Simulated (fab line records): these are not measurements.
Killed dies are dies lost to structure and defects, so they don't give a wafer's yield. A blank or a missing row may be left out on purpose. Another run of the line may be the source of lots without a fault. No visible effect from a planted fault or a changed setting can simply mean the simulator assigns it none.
8D (eight disciplines) problem report, filled in by code    flow n5 finfet    the parts of the form that need people (team, actions taken, sign-off) are left out

## 1. WHAT IS WRONG
At N5_BEOL_M2_COAT_76, run length s averages 60.02 s over 4 wafers from 3 lots, while fault-free wafers read 66.35 s, standard deviation 0.13. Measured from the usual mean, that is -49 standard deviations.
The step: time 60 s, resist thk 5 nm.
First observed at day 10 01:07: wafer L802.3, on litho track-02. The record holds 26 wafers of 10 lots with a number at this step. Rule for "out" (also "out of limits"): further than 4 standard deviations from the usual mean. The rest of the wafers with a number are treated as sound.

## 2. WHAT IT IS; WHAT IT IS NOT
question                     is                                  is not
which readings at this step  run length s, heater power total W  -
which lots                   L802, L805, L806                    L789, L790, L791, L792, L794, L808, L809
which wafers of those lots   L802.3, L802.5, L805.5, L806.3      L805.4, L806.4
read on which tools          litho track-02                      litho track-01, litho track-04
when                         from day 10 01:07                   up to then (14 sound wafers); but 8 sound wafers of L805, L806, L808, L809 came after

## 3. WHAT RULES OUT EACH SUSPECT
Counting: a tool at a process step up to the reading stays a suspect if it ran every lot that is out. Sound lots after the first of them don't rule it out here, since some wafers of a struck lot are sound.
- litho track-02 at N5_BEOL_M2_COAT_76 (time 60 s, resist thk 5 nm): kept. It processed each lot that is out (first: L802, day 10 01:07); up to then, its last sound lot is L792 (day 7 12:59). Its own heater power total W, run length s readings are out on those wafers.
After counting, what remains is litho track-02 at N5_BEOL_M2_COAT_76.

## 4. THE CAUSE (what the simulator had put in)
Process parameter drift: litho track-02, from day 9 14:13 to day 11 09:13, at N5_BEOL_M2_COAT_76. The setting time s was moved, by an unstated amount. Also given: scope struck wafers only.
Counting left only this tool.

## 5. THE CHAIN OF EFFECTS, in route order
One row per reading whose mean, taken over the struck wafers that have a number, lies over 3 standard deviations from the usual. Readings are gone through only where the record gives a usual standard deviation; hours: the median, over the lots, of the time from a lot's start at the first step in this table giving one to that lot's start at this step; sigmas: the change measured in usual standard deviations.
hours  step                reading               usual    on struck wafers  change  sigmas
0      N5_BEOL_M2_COAT_76  heater power total W  391.6 W  418.1             +26.5   +20
0      N5_BEOL_M2_COAT_76  run length s          66.35 s  60.02             -6.33   -49
Process steps it contains:
- N5_BEOL_M2_COAT_76: time 60 s, resist thk 5 nm.
Later measuring or inspecting steps at which every struck wafer that the step has a row for has a number for every such reading, and none has moved that far: N5_BEOL_M2_INSPECT_30, N5_BEOL_M4_RC_MEAS_101.

## 6. WHAT WOULD HAVE CAUGHT IT SOONER
The fault began at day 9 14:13; the first out-of-limits reading in this record came at day 10 01:07, 11 hours later.
